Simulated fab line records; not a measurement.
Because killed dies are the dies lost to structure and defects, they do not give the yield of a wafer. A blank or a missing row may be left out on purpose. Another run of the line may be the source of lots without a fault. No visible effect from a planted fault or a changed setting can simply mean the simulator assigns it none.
Split-lot experiment | flow n5-finfet | on a route of 1938 steps: 7 lots, 39 wafers read

== ABOUT THE SPLIT ==
At N5_BEOL_M0_SAQP_ETCH_106 (etches SOC in N2/H2, stops on SiNx, target depth 150 nm), the setting target-depth-a was moved away from the recipe's 1500 angstrom on 18 of the 39 wafers read, by -59.5% to +57.3%. This setting was run at the recipe's value on the other wafers.

The reading is taken at the split's own step.

== THE READING ==
SOC_of_BEOL_M0_SAQP_COAT_105.thk-nm (the simulator's own value, which no gauge read), in nm, at N5_BEOL_M0_SAQP_ETCH_106 (etches SOC in N2/H2, stops on SiNx, target depth 150 nm). The file gives no usual value for it. The 21 wafers here that ran the recipe average 25.5 nm, standard deviation 1.4 nm.

wafer  | tool, chamber at the split | target-depth-a as run, angstrom | against the recipe | SOC_of_BEOL_M0_SAQP_COAT_105.thk-nm, nm | against lot-mates on the recipe
L074.1 | rie-diel-06, 3             | 608.2                           | -59.5%             | 70.2                                    | +43.7
L074.2 | rie-diel-06, 0             | 1500                            | recipe             | 26.6                                    | -
L074.3 | rie-diel-06, 1             | 1500                            | recipe             | 26.2                                    | -
L074.4 | rie-diel-06, 2             | 608.2                           | -59.5%             | 71                                      | +44.5
L074.5 | rie-diel-06, 3             | 1500                            | recipe             | 26.8                                    | -
L074.6 | rie-diel-06, 0             | 608.2                           | -59.5%             | 70.6                                    | +44.1
L076.1 | rie-diel-01, 0             | 1500                            | recipe             | 24.4                                    | -
L076.4 | rie-diel-01, 2             | 1500                            | recipe             | 23.8                                    | -
L076.6 | rie-diel-01, 0             | 1500                            | recipe             | 25.2                                    | -
L077.1 | rie-diel-02, 3             | 1500                            | recipe             | 25.4                                    | -
L077.2 | rie-diel-02, 1             | 1966                            | +31.1%             | 5                                       | -21.1
L077.3 | rie-diel-02, 2             | 1966                            | +31.1%             | 3.8                                     | -22.3
L077.4 | rie-diel-02, 0             | 1500                            | recipe             | 26.6                                    | -
L077.5 | rie-diel-02, 3             | 1966                            | +31.1%             | 1.8                                     | -24.3
L077.6 | rie-diel-02, 0             | 1500                            | recipe             | 26.2                                    | -
L082.1 | rie-diel-02, 0             | 1500                            | recipe             | 23.6                                    | -
L082.2 | rie-diel-02, 2,0,1         | 2359                            | +57.3%             | 0                                       | -25.0
L082.5 | rie-diel-02, 2,0,1         | 2359                            | +57.3%             | 0                                       | -25.0
L082.6 | rie-diel-02, 2,0,1         | 2359                            | +57.3%             | 0                                       | -25.0
L082.3 | rie-diel-02, 1             | 1500                            | recipe             | 27                                      | -
L082.4 | rie-diel-02, 3             | 1500                            | recipe             | 24.4                                    | -
L088.1 | rie-diel-02, 3             | 912                             | -39.2%             | 55                                      | +29.9
L088.2 | rie-diel-02, 2             | 1500                            | recipe             | 24.2                                    | -
L088.3 | rie-diel-02, 1             | 912                             | -39.2%             | 54.4                                    | +29.3
L088.4 | rie-diel-02, 1             | 1500                            | recipe             | 26.6                                    | -
L088.5 | rie-diel-02, 2             | 1500                            | recipe             | 24.4                                    | -
L088.6 | rie-diel-02, 3             | 912                             | -39.2%             | 54.6                                    | +29.5
L092.1 | rie-diel-06, 1             | 1177                            | -21.5%             | 40.6                                    | +14.4
L092.2 | rie-diel-06, 2             | 1500                            | recipe             | 28.2                                    | -
L092.3 | rie-diel-06, 0             | 1500                            | recipe             | 23                                      | -
L092.4 | rie-diel-06, 3             | 1177                            | -21.5%             | 41.8                                    | +15.6
L092.5 | rie-diel-06, 2             | 1500                            | recipe             | 27.4                                    | -
L092.6 | rie-diel-06, 1             | 1177                            | -21.5%             | 40                                      | +13.8
L095.1 | rie-diel-02, 2             | 1500                            | recipe             | 25.4                                    | -
L095.2 | rie-diel-02, 3             | 1500                            | recipe             | 24.8                                    | -
L095.3 | rie-diel-02, 0             | 878.2                           | -41.5%             | 55.6                                    | +30.5
L095.4 | rie-diel-02, 1             | 878.2                           | -41.5%             | 56.6                                    | +31.5
L095.6 | rie-diel-02, 1             | 878.2                           | -41.5%             | 56.6                                    | +31.5
L095.5 | rie-diel-02, 2             | 1500                            | recipe             | 25                                      | -
Rows listing several chambers each stand for several wafers; the file does not say which wafer went through which chamber.

THE FIT
A straight line over all 39 wafers: SOC_of_BEOL_M0_SAQP_COAT_105.thk-nm changes by -0.646 nm for each +1% of target-depth-a; r = -0.98; the points scatter about the line by 3.8 nm.
The same after taking each lot's own level away (the mean of its wafers on the recipe; 39 wafers): -0.642 nm for each +1%; r = -0.98; scatter 3.9 nm.
On that fit, the largest move of target-depth-a shifts the reading by 38 nm.
The lots' own levels span 24.47 to 26.53 nm, that is 1.5 times the standard deviation above.
The two slopes are in agreement: the lot-to-lot level therefore moves the slope only a little.
Check: with one of the wafers moved furthest among these (-59.5%) left out of the fit, the line predicts +39.6 nm for it against its lot-mates. Against them it came out at +43.7 nm.

== THE OTHER SPLITS THESE WAFERS WENT THROUGH ==
Note: prior to the reading, these wafers also went through further splits. Each is held against what the fit with the lots' levels taken away leaves over:
other split on the same wafers                    | wafers away from the commonest value | r with SOC_of_BEOL_M0_SAQP_COAT_105.thk-nm (lot level and that fit taken away)
N5_PMOS_HMC_CHANNEL_EPI_DEVELOP_08 develop-time-s | 18                                   | -0.10
N5_FIN_SAQP_ETCH_65 time-s                        | 15                                   | -0.20
N5_SD_EPI_N_DEVELOP_08 develop-time-s             | 18                                   | -0.19

== THE WHOLE CHAIN: every reading that the file lists as answering this split, in the file's order ==
step                     | what it does                                            | reading                                                                              | change (the file's fit)                                                          | r (the file's)
N5_BEOL_M0_SAQP_ETCH_106 | etches SOC in N2/H2, stops on SiNx, target depth 150 nm | SOC_of_BEOL_M0_SAQP_COAT_105.thk-nm (the simulator's own value, which no gauge read) | -0.654 nm for each +1% of the setting                                            | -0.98
N5_BEOL_M0_SAQP_ETCH_107 | etches SiNx in CH3F/O2, target depth 30 nm              | SOC_of_BEOL_M0_SAQP_COAT_105.thk-nm (the simulator's own value, which no gauge read) | not straight: 59.73 at the lowest setting, 14.68 at the recipe, 0 at the highest | not given

== FILE'S OWN FIT ==
SOC_of_BEOL_M0_SAQP_COAT_105.thk-nm changes by -0.654 nm for each +1% of target-depth-a, r = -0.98.
